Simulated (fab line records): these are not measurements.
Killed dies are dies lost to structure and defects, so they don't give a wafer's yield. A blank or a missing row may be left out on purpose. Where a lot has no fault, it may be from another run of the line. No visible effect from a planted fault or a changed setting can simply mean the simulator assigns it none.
Problem report in the 8D (eight disciplines) form, filled by code | flow n5_finfet | the parts of the form that need people (team, actions taken, sign-off) are left out

== 1. WHAT IS WRONG ==
Mean of run_length_s at N5_BEOL_M5_COAT_60: 45.93 s across 4 wafers in 3 lots; on wafers with no fault it is 66.33 s (standard deviation 0.17). So: -99 or more standard deviations from the usual mean.
The step: time 60 s, resist thk 12 nm.
Seen first at day 13 06:54 on litho_track-05, wafer L180.6. Wafers with a number at this step in the record: 34, from 12 lots. By rule, "out" or "out of limits" means more than 4 standard deviations away from the usual mean. The other wafers with a number count as sound.

== 2. WHAT IT IS, AND WHAT IT ISN'T ==
question                    | is                                 | is not
which readings at this step | run_length_s, heater_power_total_W | -
which lots                  | L180, L181, L184                   | L163, L166, L168, L170, L171, L172, L173, L176, L179
which wafers of those lots  | L180.6, L181.3, L181.6, L184.6     | L180.1, L180.4, L181.2, L184.1, L184.4
read on which tools         | litho_track-05                     | litho_track-01, litho_track-04
when                        | from day 13 06:54                  | up to then (24 sound wafers); but 6 sound wafers of L179, L181, L184 came after

== 3. SUSPECTS, AND WHAT RULES EACH OUT ==
Counting: any tool at a process step up to the reading remains a suspect provided it ran every lot that is out. Sound lots after the first of them don't rule it out here, since some wafers of a struck lot are sound.
- litho_track-05 at N5_BEOL_M5_COAT_60 (time 60 s, resist thk 12 nm): kept. It processed each lot that is out (first: L180, day 13 06:54); up to then, its last sound lot is L176 (day 12 03:21). Its own heater_power_total_W, run_length_s readings are out on those wafers.
The count leaves litho_track-05 at N5_BEOL_M5_COAT_60.

== 4. THE CAUSE (what the simulator had put in) ==
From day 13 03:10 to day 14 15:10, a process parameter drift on litho_track-05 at N5_BEOL_M5_COAT_60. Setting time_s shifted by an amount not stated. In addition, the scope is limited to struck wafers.
The count eliminated every tool but this one.

== 5. THE EFFECT CHAIN, in route order ==
Each row: a reading whose mean over the struck wafers that have a number lies more than 3 standard deviations from the usual. Readings are gone through only where the record gives a usual standard deviation; hours: the median, over the lots, of the time from a lot's start at the first step in this table giving one to that lot's start at this step; sigmas: the change measured in usual standard deviations.
hours | step               | reading              | usual   | on struck wafers | change | sigmas
0     | N5_BEOL_M5_COAT_60 | heater_power_total_W | 427.7 W | 548.4            | +120.7 | +57
0     | N5_BEOL_M5_COAT_60 | run_length_s         | 66.33 s | 45.93            | -20.40 | -99 or more
Process steps it contains:
- N5_BEOL_M5_COAT_60: time 60 s, resist thk 12 nm.

== 6. WHAT WOULD HAVE CAUGHT IT SOONER ==
4 hours passed between the start of the fault at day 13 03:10 and the first reading out of limits in this record, taken at day 13 06:54.
